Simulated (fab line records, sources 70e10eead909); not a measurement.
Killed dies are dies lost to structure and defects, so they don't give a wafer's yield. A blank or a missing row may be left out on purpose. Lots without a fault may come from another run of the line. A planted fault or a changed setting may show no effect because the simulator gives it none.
Chamber matching | flow nand_harc | NHARC_A_SGD_CUT_CMP_21 on cmp-03: 4 sister chambers
The step polishes, target thk 148.19 nm. 27 wafers are shown with their chamber, then 12 later ones without.

WAFERS WITH THEIR CHAMBER
wafer  | chamber | motor_current_A (A) | time_to_endpoint_s (s)
L076.1 | 0       | 12.9                | 50
L076.2 | 1       | 11.9                | 53
L076.6 | 0       | 12.0                | 51
L078.2 | 3       | 10.9                | 53
L078.3 | 1       | 12.4                | 56
L078.5 | 1       | 12.5                | 53
L079.3 | 1       | 12.1                | 49
L079.4 | 0       | 12.4                | 51
L079.6 | 2       | 10.4                | 50
L081.1 | 3       | 11.2                | 49
L081.2 | 2       | 9.9                 | 53
L081.5 | 1       | 12.3                | 51
L082.2 | 2       | 10.1                | 47
L082.3 | 3       | 10.5                | 43
L082.5 | 0       | 12.1                | 44
L085.2 | 3       | 10.4                | 50
L085.3 | 1       | 12.5                | 52
L085.6 | 2       | 10.1                | 54
L089.3 | 1       | 11.9                | 46
L089.4 | 3       | 10.9                | 43
L089.5 | 3       | 10.2                | 45
L091.1 | 1       | 11.8                | 45
L091.2 | 0       | 12.6                | 43
L091.4 | 2       | 10.6                | 50
L091.3 | 3       | 10.5                | 45
L091.5 | 0       | 12.4                | 45
L091.6 | 1       | 12.5                | 46

SIGNATURES (means of the wafers above)
reading            | chamber 0 | chamber 1 | chamber 2 | chamber 3 | scatter within a chamber
motor_current_A    | 12.400    | 12.211    | 10.220    | 10.657    | 0.313
time_to_endpoint_s | 47.33     | 50.11     | 50.80     | 46.86     | 3.65
Rule: a wafer's distance from a chamber is the root of the sum, over the readings, of the square of ((its reading less the chamber's mean) divided by the reading's scatter). The wafer belongs to the nearest chamber; if the next one is less than 2 further off, it can't be placed. The scatter: the root of (the sum of the squares of (reading less its chamber's mean) over the shown wafers, divided by (wafers less chambers)).

WAFERS WITHOUT THEIR CHAMBER
wafer  | motor_current_A (A) | time_to_endpoint_s (s)
L093.2 | 12.2                | 51
L093.4 | 12.1                | 51
L093.6 | 13.1                | 53
L095.3 | 13.3                | 47
L095.4 | 10.8                | 51
L095.6 | 12.9                | 47
L095.1 | 12.0                | 49
L095.2 | 10.5                | 49
L095.5 | 12.1                | 52
L097.2 | 12.5                | 45
L097.3 | 10.9                | 45
L097.6 | 10.7                | 45

WHICH CHAMBER EACH WENT THROUGH
wafer  | from the rows above     | in truth
L093.2 | can't be placed: 1 or 0 | 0
L093.4 | can't be placed: 1 or 0 | 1
L093.6 | can't be placed: 0 or 1 | 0
L095.3 | can't be placed: 0 or 1 | 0
L095.4 | can't be placed: 3 or 2 | 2
L095.6 | can't be placed: 0 or 1 | 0
L095.1 | can't be placed: 1 or 0 | 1
L095.2 | can't be placed: 3 or 2 | 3
L095.5 | can't be placed: 1 or 0 | 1
L097.2 | can't be placed: 0 or 1 | 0
L097.3 | can't be placed: 3 or 2 | 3
L097.6 | can't be placed: 3 or 2 | 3
Placed correctly: 0 of 12. Can't be placed from these rows: 12 (the true chamber is among the candidates in 12). Placed wrongly: 0.
